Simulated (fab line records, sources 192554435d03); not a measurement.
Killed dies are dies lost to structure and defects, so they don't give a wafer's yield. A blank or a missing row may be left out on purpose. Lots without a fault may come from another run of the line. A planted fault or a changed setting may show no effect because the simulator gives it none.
fab line records | flow n5_finfet
record lots=24 wafers=72 last_day=19
route steps=1938 shown BEOL_M11@1570 BEOL_M12@1619 BEOL_M13@1676
lots that met no fault: from a run of the same line without faults
start_h: hours from the record's first day to the start of the lot's first wafer shown | wait_h: hours since the lot's step before | " the same as in the row above | L1.1+2: a row that stands for several wafers | - no value, or no start given | * or withheld: withheld | < > ~ a bound
route shown NAME@n: a module of which the file shows steps, and the number in the route of the first | usual: mean/standard deviation of fault-free wafers | same: alike in all rows | chamber/n: place in a boat | sites: the reading at each site | _std_site: their standard deviation | _edge_site: outer sites' mean less inner sites' | radius_mm: how far each site lies from the wafer's centre | mask NAME#n: copy n | behind: the tool/chamber that last shaped the wafer | hold: why the lot was held/for how many hours/how that ended | device: the transistor (n, p or np) that didn't switch | end of line: the same wafers' tests at the end of the route | a step without rows: its recipe alone | killed: dies lost to structure and defects at the first sort, not the wafer's yield | map: a wafer's dies, x killed, . not, _ none there
set.NAME: the setting as run; set.NAME@STEP: as run at that earlier step | model.NAME: the simulator's own value behind a step, which no gauge read
steps of the route over a sample of lots; a table a step, a row a wafer
services: from which hour (start_h, from the record's first day; less than 0 if before it) a tool's chamber was out of use, for how many hours, and why
## steps
# step N5_BEOL_M11_INSPECT_30
# recipe mode=adi inspect_instrument=brightfield
# usual raw_defect_count=407/97
# columns lot.wafer tool chamber start_h wait_h raw_defect_count
L074.1 defect_inspect-01 - 225.77 0.0 252
L074.3 " - " " 353
L074.5 " - " " 286
L076.1 defect_inspect-02 - 247.02 0.0 336
L076.4 " - " " 359
L076.6 " - " " 438
L077.1 defect_inspect-01 - 247.20 0.0 351
L077.4 " - " " 375
L077.6 " - " " 224
L075.2 defect_inspect-01 - 256.99 0.0 433
L075.4 " - " " 352
L075.6 " - " " 276
L078.2 defect_inspect-02 - 264.91 0.0 580
L078.4 " - " " 481
L078.6 " - " " 431
L080.1 defect_inspect-02 - 285.64 0.0 394
L080.3 " - " " 359
L080.5 " - " " 355
L082.1 defect_inspect-01 - 292.50 0.0 234
L082.4 " - " " 288
L082.5 " - " " 335
L079.2 defect_inspect-02 - 292.55 0.0 607
L079.3 " - " " 401
L079.5 " - " " 581
L081.1 defect_inspect-02 - 292.59 0.0 621
L081.2 " - " " 447
L081.6 " - " " 432
L083.2 defect_inspect-01 - 294.80 0.0 430
L083.4 " - " " 362
L083.6 " - " " 527
L085.2 defect_inspect-02 - 315.77 0.0 468
L085.5 " - " " 396
L085.6 " - " " 433
L084.2 defect_inspect-01 - 318.61 0.0 339
L084.5 " - " " 458
L084.6 " - " " 357
L087.2 defect_inspect-02 - 323.17 0.0 464
L087.3 " - " " 411
L087.6 " - " " 520
L088.2 defect_inspect-01 - 323.34 0.0 459
L088.3 " - " " 671
L088.4 " - " " 371
L086.1 defect_inspect-01 - 326.69 0.0 355
L086.3 " - " " 313
L086.5 " - " " 338
L089.1 defect_inspect-01 - 326.86 0.0 325
L089.4 " - " " 316
L089.6 " - " " 286
L090.3 defect_inspect-02 - 332.81 0.0 306
L090.4 " - " " 332
L090.6 " - " " 342
L091.2 defect_inspect-01 - 341.35 0.0 333
L091.5 " - " " 402
L091.6 " - " " 369
L092.3 defect_inspect-01 - 349.16 0.0 497
L092.5 " - " " 354
L092.6 " - " " 511
L093.2 defect_inspect-01 - 364.45 0.0 358
L093.3 " - " " 414
L093.4 " - " " 324
L095.2 defect_inspect-02 - 376.30 0.0 463
L095.5 " - " " 386
L095.6 " - " " 409
L094.3 defect_inspect-01 - 381.56 0.0 409
L094.5 " - " " 334
L094.6 " - " " 301
L096.1 defect_inspect-01 - 384.83 0.0 392
L096.2 " - " " 367
L096.5 " - " " 367
L097.3 defect_inspect-02 - 401.34 0.0 500
L097.4 " - " " 476
L097.5 " - " " 737
# step N5_BEOL_M11_ANNEAL_51
# recipe temp_c=225 time_s=90 ambient=N2
# usual wafer_temp_C_max=225.9/0.32
# columns lot.wafer tool chamber start_h wait_h wafer_temp_C_max
L074.1 rtp_anneal-01 0 229.92 0.4 225.6
L074.3 " 0 " " 226.0
L074.5 " 0 " " 225.7
L076.1 rtp_anneal-02 0 250.74 0.2 225.4
L076.4 " 0 " " 225.7
L076.6 " 0 " " 225.5
L077.1 rtp_anneal-01 0 250.89 0.3 226.3
L077.4 " 0 " " 226.2
L077.6 " 0 " " 226.0
L075.2 rtp_anneal-02 0 259.66 0.6 226.0
L075.4 " 0 " " 225.7
L075.6 " 0 " " 225.5
L078.2 rtp_anneal-02 0 268.79 0.1 226.0
L078.4 " 0 " " 225.5
L078.6 " 0 " " 225.7
L080.1 rtp_anneal-02 0 288.15 0.3 225.9
L080.3 " 0 " " 225.5
L080.5 " 0 " " 225.9
L082.1 rtp_anneal-02 0 294.73 0.1 225.8
L082.4 " 0 " " 226.0
L082.5 " 0 " " 225.6
L079.2 rtp_anneal-02 0 296.01 0.3 225.8
L079.3 " 0 " " 226.1
L079.5 " 0 " " 225.9
L081.1 rtp_anneal-02 0 297.26 0.1 225.8
L081.2 " 0 " " 226.1
L081.6 " 0 " " 225.5
L083.2 rtp_anneal-02 0 298.06 0.1 225.6
L083.4 " 0 " " 225.6
L083.6 " 0 " " 225.3
L085.2 rtp_anneal-02 0 319.34 0.1 225.6
L085.5 " 0 " " 225.7
L085.6 " 0 " " 225.7
L084.2 rtp_anneal-01 0 320.87 0.1 225.9
L084.5 " 0 " " 225.8
L084.6 " 0 " " 226.3
L087.2 rtp_anneal-01 0 325.61 0.1 225.5
L087.3 " 0 " " 226.1
L087.6 " 0 " " 226.2
L088.2 rtp_anneal-01 0 325.88 0.3 226.2
L088.3 " 0 " " 226.1
L088.4 " 0 " " 226.2
L086.1 rtp_anneal-01 0 328.83 0.1 225.5
L086.3 " 0 " " 226.2
L086.5 " 0 " " 225.8
L089.1 rtp_anneal-01 0 329.27 0.1 225.8
L089.4 " 0 " " 226.1
L089.6 " 0 " " 226.1
L090.3 rtp_anneal-01 0 335.50 0.1 226.2
L090.4 " 0 " " 226.3
L090.6 " 0 " " 225.9
L091.2 rtp_anneal-01 0 343.96 0.1 225.9
L091.5 " 0 " " 226.5
L091.6 " 0 " " 226.2
L092.3 rtp_anneal-01 0 352.18 0.7 226.7
L092.5 " 0 " " 226.0
L092.6 " 0 " " 226.4
L093.2 rtp_anneal-02 0 366.66 0.1 225.7
L093.3 " 0 " " 225.8
L093.4 " 0 " " 226.0
L095.2 rtp_anneal-02 0 382.86 0.1 225.8
L095.5 " 0 " " 226.0
L095.6 " 0 " " 226.0
L094.3 rtp_anneal-01 0 383.71 0.2 226.2
L094.5 " 0 " " 226.0
L094.6 " 0 " " 226.8
L096.1 rtp_anneal-01 0 388.89 0.1 226.0
L096.2 " 0 " " 226.1
L096.5 " 0 " " 226.0
L097.3 rtp_anneal-01 0 404.05 0.1 226.0
L097.4 " 0 " " 226.1
L097.5 " 0 " " 225.7
# step N5_BEOL_M12_STRIP_64
# recipe chemistry=N2/H2 power_w=1000 temp_c=250 h2_frac=0.65 overash_fraction=0.3 pressure_mtorr=withheld n2_flow_sccm=1750 h2_flow_sccm=3250
# usual drypump_motor_current_A=5.22/0.24 heater_power_w=345/40 oes_product_au=0.715/0.0047 strip_time_to_endpoint_s=31.32/0.079
# columns lot.wafer tool chamber start_h wait_h drypump_motor_current_A heater_power_w oes_product_au rf_hours_counter_h strip_time_to_endpoint_s
L074.1 plasma_asher-02 0 231.59 0.0 5.40 407 0.722 120 31.33
L074.3 " 1 " " 5.18 360 0.721 - 31.23
L074.5 " 1 " " 5.19 352 0.711 - 31.18
L076.1 plasma_asher-02 1 252.55 0.0 5.20 361 0.712 124 31.34
L076.4 " 1 " " 5.19 351 0.711 - 31.37
L076.6 " 0 " " 5.37 395 0.716 - 31.37
L077.1 plasma_asher-01 0 252.63 0.0 4.80 337 0.709 71 31.16
L077.4 " 0 " " 4.81 336 0.716 - 31.26
L077.6 " 1 " " 5.47 286 0.719 - 31.26
L075.2 plasma_asher-02 1 261.39 0.0 5.20 344 0.723 126 31.29
L075.4 " 0 " " 5.37 390 0.722 - 31.30
L075.6 " 1 " " 5.24 361 0.719 - 31.33
L078.2 plasma_asher-02 0 270.69 0.0 5.38 401 0.718 127 31.30
L078.4 " 0 " " 5.41 391 0.706 - 31.27
L078.6 " 0 " " 5.39 404 0.711 - 31.27
L080.1 plasma_asher-01 1 289.80 0.0 5.46 283 0.718 78 31.31
L080.3 " 1 " " 5.45 273 0.712 - 31.25
L080.5 " 0 " " 4.84 337 0.716 - 31.22
L082.1 plasma_asher-02 0 296.38 0.0 5.38 403 0.712 134 31.30
L082.4 " 1 " " 5.19 348 0.708 - 31.34
L082.5 " 0 " " 5.38 390 0.719 - 31.25
L079.2 plasma_asher-02 1 297.68 0.0 5.22 352 0.713 134 31.21
L079.3 " 0 " " 5.40 389 0.718 - 31.23
L079.5 " 0 " " 5.40 391 0.710 - 31.27
L081.1 plasma_asher-02 0 299.90 0.0 5.38 387 0.713 135 31.34
L081.2 " 1 " " 5.19 360 0.724 135 31.38
L081.6 " 0 " " 5.38 398 0.713 - 31.38
L083.2 plasma_asher-02 1 300.02 0.0 5.18 350 0.715 135 31.24
L083.4 " 1 " " 5.17 357 0.715 - 31.31
L083.6 " 1 " " 5.19 346 0.718 - 31.34
L085.2 plasma_asher-02 0 320.94 0.0 5.38 386 0.716 138 31.28
L085.5 " 0 " " 5.39 398 0.718 - 31.26
L085.6 " 1 " " 5.20 360 0.711 - 31.26
L084.2 plasma_asher-01 0 322.61 0.0 4.81 334 0.709 84 31.16
L084.5 " 0 " " 4.79 334 0.718 - 31.21
L084.6 " 1 " " 5.47 286 0.711 - 31.22
L087.2 plasma_asher-02 1 327.21 0.0 5.18 352 0.716 139 31.32
L087.3 " 0 " " 5.37 385 0.715 - 31.37
L087.6 " 1 " " 5.18 357 0.714 - 31.30
L088.2 plasma_asher-01 0 327.82 0.0 4.81 343 0.715 85 31.34
L088.3 " 1 " " 5.44 287 0.709 - 31.42
L088.4 " 0 " " 4.83 345 0.714 - 31.41
L086.1 plasma_asher-01 0 330.54 0.0 4.82 331 0.716 86 31.51
L086.3 " 0 " " 4.81 327 0.721 - 31.41
L086.5 " 0 " " 4.81 337 0.721 - 31.49
L089.1 plasma_asher-01 0 331.09 0.0 4.81 330 0.718 86 31.35
L089.4 " 1 " " 5.48 285 0.725 - 31.36
L089.6 " 1 " " 5.48 281 0.716 - 31.34
L090.3 plasma_asher-01 0 337.21 0.0 4.83 335 0.728 - 31.19
L090.4 " 1 " " 5.45 282 0.720 - 31.16
L090.6 " 0 " " 4.81 341 0.718 - 31.30
L091.2 plasma_asher-02 1 345.69 0.0 5.22 354 0.716 143 31.41
L091.5 " 1 " " 5.21 359 0.718 - 31.38
L091.6 " 0 " " 5.40 394 0.716 - 31.38
L092.3 plasma_asher-01 1 353.90 0.0 5.48 293 0.711 - 31.41
L092.5 " 0 " " 4.82 345 0.712 - 31.46
L092.6 " 1 " " 5.49 281 0.714 - 31.43
L093.2 plasma_asher-01 1 369.04 0.0 5.48 284 0.715 94 31.24
L093.3 " 1 " " 5.48 281 0.705 - 31.31
L093.4 " 0 " " 4.80 332 0.709 - 31.29
L095.2 plasma_asher-02 0 384.64 0.0 5.39 396 0.714 152 31.44
L095.5 " 0 " " 5.39 389 0.716 - 31.43
L095.6 " 1 " " 5.20 351 0.714 - 31.36
L094.3 plasma_asher-02 0 385.57 0.0 5.39 386 0.717 - 31.28
L094.5 " 0 " " 5.37 403 0.707 - 31.37
L094.6 " 1 " " 5.20 351 0.712 - 31.29
L096.1 plasma_asher-01 1 390.65 0.0 5.45 283 0.721 97 31.37
L096.2 " 0 " " 4.81 330 0.720 97 31.31
L096.5 " 1 " " 5.44 280 0.721 - 31.39
L097.3 plasma_asher-01 1 405.88 0.0 5.47 295 0.719 - 31.33
L097.4 " 0 " " 4.81 332 0.713 - 31.28
L097.5 " 1 " " 5.50 278 0.718 - 31.35
# step N5_BEOL_M12_TRENCH_ETCH_34
# recipe chemistry=C4F8/O2/Ar target=SiOC target_depth_a=3189.5 mask_material=SOC pressure_mtorr=30 source_w=3000 bias_w=700 Ar_flow_sccm=400 C4F8_flow_sccm=15 O2_flow_sccm=8 he_inner_torr=15 he_outer_torr=30 time_s=125.5 ion_energy_ev=250
# usual drypump_motor_current_A=5.62/0.26 he_outer_torr=30.00/0.056 oes_product_au=0.76/0.07 rf_vpp_V=665.1/2.2 showerhead_plenum_p_Torr=3.41/0.073 throttle_valve_pct=24.39/0.15
# columns lot.wafer tool chamber start_h wait_h drypump_motor_current_A he_outer_torr oes_product_au rf_hours_counter_h rf_vpp_V showerhead_plenum_p_Torr throttle_valve_pct
L074.1 rie_diel-02 3 232.72 0.0 5.12 30.04 0.72 201 668.7 3.53 24.70
L074.3 " 0 " " 6.14 29.96 0.76 175 662.7 3.29 24.17
L074.5 " 3 " " 5.13 30.03 0.72 - 667.5 3.53 24.69
L076.1 rie_diel-02 3 253.47 0.0 5.10 29.93 0.72 208 669.2 3.52 24.70
L076.4 " 0 " " 6.17 30.04 0.75 181 662.3 3.29 24.18
L076.6 " 1 " " 5.23 29.95 0.75 - 664.5 3.40 24.20
L077.1 rie_diel-01 0 253.67 0.0 5.73 29.93 0.80 97 665.8 3.46 24.43
L077.4 " 1 " " 5.76 29.97 0.86 52 667.7 3.47 24.17
L077.6 " 3 " " 5.74 29.88 0.72 - 665.0 3.38 24.44
L075.2 rie_diel-06 2 262.44 0.0 5.17 30.08 0.68 227 666.5 3.54 24.46
L075.4 " 3 " " 5.91 30.08 0.73 200 660.9 3.28 24.42
L075.6 " 3 " " 5.91 29.98 0.72 - 661.9 3.28 24.42
L078.2 rie_diel-01 2 271.62 0.0 5.67 29.95 0.76 130 664.7 3.42 24.37
L078.4 " 3 " " 5.68 29.92 0.71 218 666.2 3.38 24.45
L078.6 " 2 " " 5.67 29.97 0.75 - 666.0 3.42 24.39
L080.1 rie_diel-01 0 290.85 0.0 5.76 29.98 0.78 110 665.7 3.45 24.44
L080.3 " 2 " " 5.68 29.83 0.74 137 665.0 3.42 24.38
L080.5 " 1 " " 5.74 29.96 0.84 - 667.2 3.46 24.19
L082.1 rie_diel-02 2 297.43 0.0 5.30 29.95 0.68 237 661.5 3.24 24.74
L082.4 " 1 " " 5.27 29.98 0.74 182 665.6 3.40 24.20
L082.5 " 1 " " 5.25 29.98 0.74 - 664.4 3.40 24.21
L079.2 rie_diel-02 3 298.73 0.0 5.11 29.97 0.70 221 667.2 3.52 24.71
L079.3 " 2 " " 5.30 29.96 0.67 237 659.6 3.24 24.74
L079.5 " 1 " " 5.24 30.00 0.74 - 664.8 3.40 24.20
L081.1 rie_diel-01 3 300.83 0.0 5.73 29.98 0.70 228 663.7 3.38 24.46
L081.2 " 2 " " 5.63 29.97 0.75 140 665.8 3.42 24.39
L081.6 " 3 " " 5.71 29.97 0.70 - 664.2 3.38 24.46
L083.2 rie_diel-06 0 301.07 0.0 5.23 29.98 0.67 251 668.3 3.49 24.61
L083.4 " 2 " " 5.13 30.02 0.66 242 668.9 3.53 24.49
L083.6 " 1 " " 5.15 29.99 0.91 - 662.4 3.38 24.28
L085.2 rie_diel-01 0 321.99 0.0 5.77 30.12 0.77 121 664.5 3.44 24.45
L085.5 " 3 " " 5.71 30.03 0.71 - 663.3 3.37 24.47
L085.6 " 2 " " 5.66 30.00 0.74 - 666.1 3.41 24.40
L084.2 rie_diel-01 3 323.98 0.0 5.72 30.02 0.70 235 664.2 3.37 24.45
L084.5 " 2 " " 5.63 30.06 0.74 - 665.8 3.41 24.39
L084.6 " 1 " " 5.74 30.12 0.84 - 665.8 3.45 24.20
L087.2 rie_diel-01 1 328.81 0.0 5.75 29.98 0.83 79 666.1 3.45 24.22
L087.3 " 0 " " 5.76 29.96 0.77 124 666.4 3.44 24.46
L087.6 " 3 " " 5.73 29.99 0.70 - 664.5 3.37 24.48
L088.2 rie_diel-01 3 329.30 0.0 5.69 29.91 0.70 237 664.5 3.37 24.44
L088.3 " 2 " " 5.65 30.00 0.74 149 666.4 3.41 24.41
L088.4 " 1 " " 5.77 29.90 0.83 80 668.6 3.45 24.19
L086.1 rie_diel-01 2 331.59 0.0 5.70 30.01 0.74 150 664.9 3.41 24.40
L086.3 " 1 " " 5.76 29.98 0.83 80 667.9 3.45 24.20
L086.5 " 3 " " 5.71 30.07 0.70 - 663.8 3.37 24.47
L089.1 rie_diel-01 2 332.49 0.0 5.67 30.01 0.74 151 664.6 3.41 24.41
L089.4 " 0 " " 5.76 30.06 0.76 125 665.8 3.44 24.44
L089.6 " 2 " " 5.66 30.07 0.74 - 664.9 3.41 24.40
L090.3 rie_diel-01 0 338.11 0.0 5.76 29.99 0.76 127 666.5 3.44 24.45
L090.4 " 3 " " 5.74 29.96 0.70 240 663.4 3.37 24.48
L090.6 " 1 " " 5.76 29.95 0.83 - 664.6 3.45 24.20
L091.2 rie_diel-01 3 346.63 0.0 5.71 30.05 0.70 243 664.2 3.37 24.47
L091.5 " 3 " " 5.72 30.04 0.70 - 665.1 3.37 24.47
L091.6 " 2 " " 5.67 29.93 0.73 - 664.4 3.41 24.41
L092.3 rie_diel-06 2 354.93 0.0 5.11 30.04 0.65 262 668.3 3.52 24.50
L092.5 " 2 " " 5.11 30.11 0.65 - 667.4 3.52 24.50
L092.6 " 1 " " 5.18 30.02 0.87 - 660.6 3.36 24.31
L093.2 rie_diel-01 1 370.27 0.0 5.77 29.99 0.82 95 667.0 3.44 24.21
L093.3 " 2 " " 5.68 30.02 0.74 164 665.3 3.40 24.41
L093.4 " 1 " " 5.75 29.93 0.81 - 667.8 3.44 24.22
L095.2 rie_diel-01 3 385.68 0.0 5.69 29.97 0.99 1 662.5 3.36 24.18
L095.5 " 2 " " 5.66 30.01 0.72 - 664.8 3.40 24.43
L095.6 " 1 " " 5.74 30.01 0.80 - 666.2 3.44 24.25
L094.3 rie_diel-02 1 386.62 0.0 5.23 29.96 0.70 217 664.0 3.38 24.25
L094.5 " 0 " " 6.14 29.94 0.71 - 660.2 3.26 24.25
L094.6 " 1 " " 5.23 29.98 0.71 - 664.8 3.38 24.24
L096.1 rie_diel-01 1 391.75 0.0 5.74 30.01 0.80 105 665.2 3.44 24.24
L096.2 " 2 " " 5.64 29.89 0.72 174 665.5 3.40 24.44
L096.5 " 3 " " 5.72 29.98 0.97 - 664.3 3.36 24.19
L097.3 rie_diel-01 3 407.09 0.0 5.72 29.94 0.94 9 664.4 3.36 24.20
L097.4 " 0 " " 5.74 30.10 0.74 154 664.9 3.43 24.48
L097.5 " 3 " " 5.75 29.89 0.94 - 663.0 3.36 24.20
# step N5_BEOL_M13_STRIP_64
# recipe chemistry=N2/H2 power_w=1000 temp_c=250 h2_frac=0.65 overash_fraction=0.3 pressure_mtorr=withheld n2_flow_sccm=1750 h2_flow_sccm=3250
# usual drypump_motor_current_A=5.23/0.23 heater_power_w=348/40 oes_product_au=0.714/0.005 strip_time_to_endpoint_s=31.35/0.068
# columns lot.wafer tool chamber start_h wait_h drypump_motor_current_A heater_power_w oes_product_au rf_hours_counter_h strip_time_to_endpoint_s
L074.1 plasma_asher-02 1 237.12 0.0 5.20 353 0.713 121 31.27
L074.3 " 1 " " 5.19 356 0.715 - 31.24
L074.5 " 1 " " 5.20 348 0.712 - 31.27
L076.1 plasma_asher-01 0 257.02 0.0 4.79 336 0.717 72 31.34
L076.4 " 0 " " 4.82 332 0.724 - 31.30
L076.6 " 0 " " 4.81 341 0.725 - 31.27
L077.1 plasma_asher-02 1 257.34 0.0 5.17 356 0.714 125 31.45
L077.4 " 1 " " 5.20 352 0.717 - 31.43
L077.6 " 1 " " 5.18 353 0.704 - 31.44
L075.2 plasma_asher-01 0 266.65 0.0 4.82 334 0.711 74 31.32
L075.4 " 0 " " 4.83 335 0.719 - 31.31
L075.6 " 1 " " 5.46 289 0.717 - 31.40
L078.2 plasma_asher-02 1 278.77 0.0 5.21 349 0.714 129 31.33
L078.4 " 1 " " 5.19 356 0.718 - 31.16
L078.6 " 1 " " 5.19 354 0.725 - 31.30
L080.1 plasma_asher-01 1 295.40 0.0 5.45 285 0.713 79 31.35
L080.3 " 0 " " 4.83 335 0.720 - 31.30
L080.5 " 1 " " 5.43 282 0.705 - 31.31
L082.1 plasma_asher-02 1 300.57 0.0 5.21 365 0.717 135 31.32
L082.4 " 1 " " 5.17 361 0.722 - 31.37
L082.5 " 0 " " 5.37 404 0.721 - 31.38
L079.2 plasma_asher-02 0 301.55 0.0 5.39 389 0.717 135 31.31
L079.3 " 0 " " 5.38 403 0.716 - 31.31
L079.5 " 1 " " 5.21 360 0.719 - 31.30
L081.1 plasma_asher-02 0 303.68 0.0 5.38 403 0.713 136 31.37
L081.2 " 1 " " 5.20 357 0.717 136 31.32
L081.6 " 1 " " 5.19 359 0.708 - 31.34
L083.2 plasma_asher-01 1 304.35 0.0 5.46 287 0.718 81 31.34
L083.4 " 0 " " 4.79 338 0.720 - 31.40
L083.6 " 1 " " 5.47 274 0.724 - 31.33
L085.2 plasma_asher-01 1 326.92 0.0 5.48 288 0.704 85 31.43
L085.5 " 0 " " 4.82 324 0.711 - 31.41
L085.6 " 1 " " 5.46 282 0.716 - 31.47
L084.2 plasma_asher-02 0 327.74 0.0 5.39 396 0.715 139 31.38
L084.5 " 0 " " 5.41 382 0.706 - 31.42
L084.6 " 1 " " 5.21 360 0.715 - 31.30
L087.2 plasma_asher-02 0 335.21 0.0 5.39 401 0.720 141 31.44
L087.3 " 0 " " 5.36 399 0.714 - 31.41
L087.6 " 0 " " 5.38 404 0.713 - 31.46
L088.2 plasma_asher-01 1 336.19 0.0 5.46 284 0.717 87 31.32
L088.3 " 0 " " 4.82 335 0.710 - 31.30
L088.4 " 1 " " 5.45 285 0.714 - 31.34
L086.1 plasma_asher-01 1 336.52 0.0 5.46 285 0.705 87 31.38
L086.3 " 0 " " 4.81 333 0.718 - 31.43
L086.5 " 0 " " 4.82 334 0.713 - 31.37
L089.1 plasma_asher-01 1 337.84 0.0 5.46 289 0.711 88 31.41
L089.4 " 0 " " 4.80 335 0.711 - 31.34
L089.6 " 0 " " 4.85 333 0.716 - 31.34
L090.3 plasma_asher-02 0 343.02 0.0 5.39 394 0.707 - 31.29
L090.4 " 1 " " 5.18 351 0.715 - 31.39
L090.6 " 0 " " 5.40 399 0.712 - 31.30
L091.2 plasma_asher-02 0 350.04 0.0 5.36 402 0.715 145 31.34
L091.5 " 0 " " 5.37 398 0.710 - 31.44
L091.6 " 1 " " 5.18 354 0.716 - 31.31
L092.3 plasma_asher-02 1 361.32 0.0 5.21 353 0.715 - 31.37
L092.5 " 0 " " 5.38 402 0.719 - 31.39
L092.6 " 1 " " 5.18 356 0.711 - 31.42
L093.2 plasma_asher-01 0 373.60 0.0 4.81 343 0.718 95 31.46
L093.3 " 1 " " 5.46 288 0.711 - 31.44
L093.4 " 0 " " 4.80 339 0.712 - 31.46
L095.2 plasma_asher-02 1 388.71 0.0 5.21 351 0.711 153 31.19
L095.5 " 0 " " 5.40 388 0.718 - 31.27
L095.6 " 1 " " 5.21 346 0.707 - 31.26
L094.3 plasma_asher-01 1 391.17 0.0 5.45 282 0.708 - 31.32
L094.5 " 0 " " 4.83 343 0.698 - 31.35
L094.6 " 1 " " 5.48 279 0.713 - 31.27
L096.1 plasma_asher-02 1 394.77 0.0 5.21 355 0.718 154 31.45
L096.2 " 0 " " 5.37 389 0.710 154 31.40
L096.5 " 1 " " 5.21 353 0.713 - 31.38
L097.3 plasma_asher-02 1 410.15 0.0 5.17 350 0.717 - 31.39
L097.4 " 0 " " 5.38 396 0.713 - 31.31
L097.5 " 0 " " 5.41 396 0.716 - 31.25
# step N5_BEOL_M13_STRIP_37
# recipe chemistry=N2/H2 power_w=1000 temp_c=250 h2_frac=0.65 overash_fraction=0.3 pressure_mtorr=withheld n2_flow_sccm=1750 h2_flow_sccm=3250
# usual drypump_motor_current_A=5.23/0.23 heater_power_w=348/40 oes_product_au=0.784/0.01
# columns lot.wafer tool chamber start_h wait_h drypump_motor_current_A heater_power_w oes_product_au rf_hours_counter_h
L074.1 plasma_asher-02 0 238.50 0.0 5.39 397 0.771 121
L074.3 " 0 " " 5.36 396 0.791 -
L074.5 " 1 " " 5.19 352 0.782 -
L076.1 plasma_asher-01 0 258.44 0.0 4.82 332 0.776 73
L076.4 " 1 " " 5.47 289 0.788 -
L076.6 " 1 " " 5.45 285 0.783 -
L077.1 plasma_asher-02 0 258.85 0.1 5.40 398 0.782 125
L077.4 " 1 " " 5.16 349 0.800 -
L077.6 " 0 " " 5.38 389 0.786 -
L075.2 plasma_asher-01 1 267.96 0.0 5.46 279 0.787 74
L075.4 " 1 " " 5.50 281 0.796 -
L075.6 " 0 " " 4.82 334 0.792 -
L078.2 plasma_asher-01 1 280.14 0.0 5.49 276 0.809 76
L078.4 " 1 " " 5.49 277 0.793 -
L078.6 " 0 " " 4.83 329 0.792 -
L080.1 plasma_asher-01 0 296.58 0.0 4.82 334 0.763 79
L080.3 " 0 " " 4.80 340 0.783 -
L080.5 " 0 " " 4.82 341 0.786 -
L082.1 plasma_asher-02 0 301.75 0.0 5.40 386 0.791 136
L082.4 " 0 " " 5.35 399 0.780 -
L082.5 " 1 " " 5.19 357 0.783 -
L079.2 plasma_asher-02 1 303.14 0.3 5.16 354 0.767 136
L079.3 " 0 " " 5.40 399 0.789 -
L079.5 " 1 " " 5.20 356 0.783 -
L081.1 plasma_asher-02 0 304.99 0.0 5.38 393 0.774 137
L081.2 " 1 " " 5.16 354 0.787 137
L081.6 " 1 " " 5.21 353 0.779 -
L083.2 plasma_asher-02 1 305.71 0.0 5.20 350 0.793 137
L083.4 " 1 " " 5.21 358 0.766 -
L083.6 " 1 " " 5.20 346 0.763 -
L085.2 plasma_asher-02 0 328.36 0.0 5.37 400 0.780 139
L085.5 " 1 " " 5.18 348 0.798 -
L085.6 " 0 " " 5.36 393 0.802 -
L084.2 plasma_asher-01 1 328.92 0.0 5.45 279 0.774 86
L084.5 " 0 " " 4.81 337 0.795 -
L084.6 " 1 " " 5.47 289 0.798 -
L087.2 plasma_asher-01 0 336.70 0.1 4.83 341 0.788 87
L087.3 " 0 " " 4.83 330 0.788 -
L087.6 " 1 " " 5.47 287 0.793 -
L088.2 plasma_asher-02 1 337.51 0.0 5.19 362 0.782 142
L088.3 " 0 " " 5.37 404 0.789 -
L088.4 " 1 " " 5.21 354 0.797 -
L086.1 plasma_asher-02 1 337.82 0.0 5.18 359 0.779 142
L086.3 " 1 " " 5.21 352 0.804 -
L086.5 " 1 " " 5.18 358 0.793 -
L089.1 plasma_asher-02 0 339.02 0.0 5.38 391 0.776 142
L089.4 " 1 " " 5.20 355 0.794 -
L089.6 " 0 " " 5.39 397 0.781 -
L090.3 plasma_asher-02 0 344.20 0.1 5.37 400 0.791 -
L090.4 " 1 " " 5.20 361 0.796 -
L090.6 " 1 " " 5.16 354 0.747 -
L091.2 plasma_asher-01 1 351.78 0.0 5.48 283 0.802 91
L091.5 " 1 " " 5.46 291 0.784 -
L091.6 " 0 " " 4.82 334 0.785 -
L092.3 plasma_asher-01 0 362.82 0.1 4.82 340 0.769 -
L092.5 " 1 " " 5.45 285 0.775 -
L092.6 " 0 " " 4.82 337 0.799 -
L093.2 plasma_asher-02 0 374.78 0.0 5.41 393 0.792 150
L093.3 " 1 " " 5.19 358 0.782 -
L093.4 " 0 " " 5.41 403 0.784 -
L095.2 plasma_asher-02 0 390.01 0.0 5.40 384 0.786 153
L095.5 " 0 " " 5.37 403 0.770 -
L095.6 " 1 " " 5.19 347 0.786 -
L094.3 plasma_asher-01 1 392.37 0.1 5.48 285 0.796 -
L094.5 " 0 " " 4.79 344 0.788 -
L094.6 " 1 " " 5.48 284 0.785 -
L096.1 plasma_asher-01 1 396.13 0.0 5.48 285 0.774 99
L096.2 " 0 " " 4.81 346 0.785 99
L096.5 " 1 " " 5.49 283 0.788 -
L097.3 plasma_asher-02 0 411.71 0.1 5.36 396 0.789 -
L097.4 " 1 " " 5.21 349 0.780 -
L097.5 " 0 " " 5.37 391 0.779 -
## services
# columns tool chamber start_h hours kind
rie_diel-06 2 229.79 1.7 repair
plasma_asher-01 - 268.83 4.3 repair
plasma_asher-01 - 301.47 2.8 repair
plasma_asher-02 - 310.78 2.9 repair
rie_diel-02 2 312.22 9.2 repair
rie_diel-06 0 324.90 17.4 repair
rie_diel-06 3 332.84 3.2 repair
rie_diel-02 2 339.33 - clean
rie_diel-02 2 339.33 - consumable_replace:focus_ring
rie_diel-02 2 339.33 - consumable_replace:showerhead
rie_diel-02 2 339.33 25.6 scheduled_down
rie_diel-02 2 339.33 25.6 vent_cycle
rie_diel-01 3 367.73 - clean
rie_diel-01 3 367.73 - consumable_replace:focus_ring
rie_diel-01 3 367.73 15.3 scheduled_down
rie_diel-01 3 367.73 15.3 vent_cycle
rie_diel-02 3 369.76 - clean
rie_diel-02 3 369.76 - consumable_replace:focus_ring
rie_diel-02 3 369.76 29.4 scheduled_down
rie_diel-02 1 370.46 5.3 repair
plasma_asher-01 - 383.84 2.4 repair
rie_diel-02 1 395.15 19.8 repair
plasma_asher-02 - 395.72 1.8 repair
rie_diel-01 0 400.75 3.4 repair
## key
fault none
